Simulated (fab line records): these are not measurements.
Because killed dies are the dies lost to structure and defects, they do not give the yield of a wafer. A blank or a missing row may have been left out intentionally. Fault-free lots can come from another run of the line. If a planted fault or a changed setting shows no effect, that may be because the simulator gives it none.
Chamber matching + flow n5-finfet + N5_DUMMY_GATE_TRIM_49 on rie-si-02: 4 sister chambers
The step chemistry O2, time 29 s, target cd 14 nm. 8 wafers are shown with their chamber, then 11 later ones without.

== EACH WAFER AND ITS CHAMBER ==
| wafer  | chamber | drypump-motor-current-A (A) | throttle-valve-pct (%) |
|--------|---------|-----------------------------|------------------------|
| L080.6 | 3       | 6.4                         | 8.22                   |
| L085.6 | 0       | 6.1                         | 8.12                   |
| L088.5 | 3       | 6.4                         | 8.24                   |
| L088.6 | 2       | 5.6                         | 8.40                   |
| L089.3 | 0       | 6.1                         | 8.10                   |
| L089.4 | 1       | 5.8                         | 8.27                   |
| L089.5 | 2       | 5.6                         | 8.40                   |
| L090.2 | 1       | 5.7                         | 8.28                   |

== WAFERS WITH NO CHAMBER GIVEN ==
| wafer  | drypump-motor-current-A (A) | throttle-valve-pct (%) |
|--------|-----------------------------|------------------------|
| L090.3 | 6.4                         | 8.20                   |
| L090.4 | 6.2                         | 8.10                   |
| L092.2 | 5.6                         | 8.40                   |
| L092.5 | 5.6                         | 8.40                   |
| L092.6 | 5.7                         | 8.27                   |
| L096.1 | 6.1                         | 8.10                   |
| L096.2 | 5.6                         | 8.41                   |
| L096.4 | 6.4                         | 8.21                   |
| L097.4 | 5.7                         | 8.25                   |
| L097.5 | 5.6                         | 8.41                   |
| L097.6 | 5.7                         | 8.25                   |

== WHICH CHAMBER EACH WENT THROUGH ==
| wafer  | from the rows above | in truth |
|--------|---------------------|----------|
| L090.3 | 3                   | 3        |
| L090.4 | 0                   | 0        |
| L092.2 | 2                   | 2        |
| L092.5 | 2                   | 2        |
| L092.6 | 1                   | 1        |
| L096.1 | 0                   | 0        |
| L096.2 | 2                   | 2        |
| L096.4 | 3                   | 3        |
| L097.4 | 1                   | 1        |
| L097.5 | 2                   | 2        |
| L097.6 | 1                   | 1        |
11 of 11 placed correctly. Can't be placed from these rows: 0. Wrongly placed: 0.
How it was worked out, from the rows above alone: a wafer's distance from a chamber is the root of the sum, over the readings, of the square of ((its reading less the chamber's mean) divided by the reading's scatter). If the next closest chamber is less than 2 further off than the closest, the wafer can't be placed; otherwise it belongs to the closest. Each chamber's mean is taken over the wafers shown for it. The scatter: take each reading less its chamber's mean, square it, sum over the shown wafers, divide by the number of wafers less the number of chambers, and take the root.
